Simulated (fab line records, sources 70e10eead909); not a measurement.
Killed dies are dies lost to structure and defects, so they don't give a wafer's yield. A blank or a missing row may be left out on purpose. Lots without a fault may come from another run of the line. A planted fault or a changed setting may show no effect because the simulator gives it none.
Chamber matching | flow nand_harc | NHARC_A_CHANNEL_HOLE_D1_ETCH_38 on rie_diel-11: 4 sister chambers
The step etches the open film in CF4, target depth 39 nm, time 65 s. 4 wafers are shown with their chamber, then 7 later ones without.

WAFERS WITH THEIR CHAMBER
wafer  | chamber | rf_vpp_V (V)
L499.3 | 3       | 153.0
L509.5 | 0       | 149.7
L511.2 | 1       | 152.5
L511.4 | 2       | 154.0

WAFERS WITHOUT THEIR CHAMBER
wafer  | rf_vpp_V (V)
L511.5 | 151.5
L512.2 | 153.1
L512.3 | 148.6
L512.4 | 153.0
L513.2 | 152.7
L513.3 | 150.8
L513.6 | 153.0

WHICH CHAMBER EACH WENT THROUGH
wafer  | from the rows above          | in truth
L511.5 | can't be placed: 1 or 3 or 0 | 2
L512.2 | can't be placed: 3 or 1 or 2 | 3
L512.3 | 0                            | 0
L512.4 | can't be placed: 3 or 1 or 2 | 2
L513.2 | can't be placed: 1 or 3 or 2 | 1
L513.3 | can't be placed: 0 or 1 or 3 | 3
L513.6 | can't be placed: 3 or 1 or 2 | 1
Placed correctly: 1 of 7. Can't be placed from these rows: 6 (the true chamber is among the candidates in 5). Placed wrongly: 0.
How it was worked out, from the rows above alone: a wafer's distance from a chamber is the root of the sum, over the readings, of the square of ((its reading less the chamber's mean) divided by the reading's scatter). The wafer belongs to the nearest chamber; if the next one is less than 2 further off, it can't be placed. A chamber's mean is the mean of its shown wafers. The scatter: with one shown wafer a chamber, the root of the mean of the squares of how far each hidden wafer lies from its nearest shown one.
